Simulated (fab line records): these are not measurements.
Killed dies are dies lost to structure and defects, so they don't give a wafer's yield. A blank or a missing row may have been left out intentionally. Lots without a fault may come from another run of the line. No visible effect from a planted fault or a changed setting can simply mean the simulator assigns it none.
Struck lot and sound lot, side by side -- flow n5 finfet -- 15 steps out of a route of 1938
Sound: the wafers L636.1, L636.3, L636.4. Wafers L643.3, L643.5, L643.6 were the ones struck. Last of all comes the cause.
Order at every step that has rows: each side's tool, ch and its chambers, its first start. Under that, the readings that differ: sound wafers -- struck wafers -- difference of the means -- sigmas: that difference in standard deviations of wafers without a fault.
alike: words and numbers the same on both sides, and readings whose means are apart by under 2 such deviations; not compared: readings that were withheld, readings missing a value for some wafer, numbers with overlapping values and no deviation given by the record, and bounds like >300 which may hide the same value.
The two part at a step that has a row with sigmas, a row that says differs or no value, or rows on one side only. Numbers that have no deviation but don't overlap get no sigmas and don't part them. A reading that every wafer of one side lacks parts them only if that side has two wafers or more.

first, 2 steps without rows for these wafers: N5_HKMG_FIN_COAT_66 (time 60 s, resist thk 300 nm); N5_HKMG_FIN_ETCH_67 (etches SOC in N2/H2, stops on TiN, target depth 388.9 nm).
N5_HKMG_FIN_STRIP_90: strips SOC in N2/H2, time 20 s.
  sound on rie diel-03 ch 0,2,3, day 6 01:34; struck on rie diel-02 ch 1,2, day 7 22:10
  alike: drypump motor current A, oes product au, rf vpp V, showerhead plenum p Torr, throttle valve pct
  not compared: rf hours counter h
then, 2 steps without rows for these wafers: N5_HKMG_FIN_WET_ETCH_73 (etches the open film in SC1, time 42.3 s, target depth 1.3 nm, rinse time 30 s); N5_HKMG_FIN_ETCHBACK_68 (etches the open film in Cl2/Ar, stops on HfO2, target depth 0.5 nm).
N5_HKMG_FIN_STRIP_69: strips in N2/H2, time 360 s.
  sound on plasma asher-02 ch 0,1, day 6 01:52; struck on plasma asher-01 ch 0,1, day 7 22:40
  alike: drypump motor current A, heater power w
  not compared: rf hours counter h
N5_HKMG_FIN_ALD_21: deposits TiN, target thk 1.5 nm, pulse time 1 s, purge time 3 s.
  sound on ald metal-03 ch 0,2,3, day 6 02:15; struck on ald metal-04 ch 2,3, day 7 22:56
  alike: heater power w, precursor pulse height rel
N5_HKMG_FIN_ALD_72: deposits W, target thk 2 nm, pulse time 1 s, purge time 2 s.
  sound on cvd w-02 ch 0,1, day 6 02:37; struck on cvd w-02 ch 0,1, day 7 23:19
  alike: heater power w, precursor pulse height rel
then, 3 steps without rows for these wafers: N5_HKMG_FIN_W_FILL_22 (material W, target thk 60 nm, time 18.2 s); N5_HKMG_FIN_PRECLEAN_83 (cleans in DIW, time 57.5 s); N5_HKMG_FIN_SRD_84 (dry time 32 s).
N5_HKMG_FIN_CMP_23: polishes, stops on SiNx, t overpolish 10 s, target thk 46.326 nm.
  sound on cmp-01 ch 0,2,3, day 6 02:47; struck on cmp-01 ch 0,1,2, day 7 23:37
  alike: edge zone pressure frac, head pressure psi, motor current A, overpolish run s, time to endpoint s
N5_HKMG_FIN_CMP_94: polishes, stops on SiNx, t overpolish 4.7 s, target thk 43.299 nm.
  sound on cmp-01 ch 0,2,3, day 6 03:16; struck on cmp-01 ch 0,1,2, day 8 00:00
reading,sound,struck,difference,sigmas
head pressure psi (psi),3.999 3.999 3.998,3.831 3.816 3.814,-0.178,-18
  alike: edge zone pressure frac, motor current A
-- a jump in the record: the struck wafers' starts before and after are 4 days apart (it breaks off in module HKMG_FIN and resumes in module BEOL_M4, where the first step shown is number 1111 of the route) --
N5_BEOL_M4_RC_MEAS_101:
  sound on prober-01 ch 0, day 9 16:58; struck on prober-02 ch 0, day 11 22:11
  alike: DIBL_N, DIBL_P, IOFF_N, IOFF_P, ION_N, ION_P, SS_N, SS_P, VT_N, VT_P
-- here the record skips 5 days between the struck wafers' starts before and after, leaving off in module BEOL_M4 and picking up in module PASSIVATION (first step shown: number 1936 of the route) --
N5_PASSIVATION_PROBE_49:
  struck on prober-01, day 16 15:49; sound on prober-01, day 14 03:14
  alike: defect limited yield, killed_at_M0_to_M3, killed_at_M4_up, killed at contacts, killed at front end, killed at other, killed dies, killed on rim, killed open, killed short, sort_bin_5_function, sort_bin_6_memory, sort_bin_8_speed, sort n pass, sort yield pct

## WHERE THEY PART
Only at N5_HKMG_FIN_CMP_94, as far as this record shows. Later steps at which nothing parts them and some readings are alike: N5_BEOL_M4_RC_MEAS_101, N5_PASSIVATION_PROBE_49.

WHY: what the simulator had put in
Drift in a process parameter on cmp-01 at N5_HKMG_FIN_CMP_94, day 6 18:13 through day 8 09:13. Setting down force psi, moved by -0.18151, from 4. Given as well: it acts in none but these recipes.
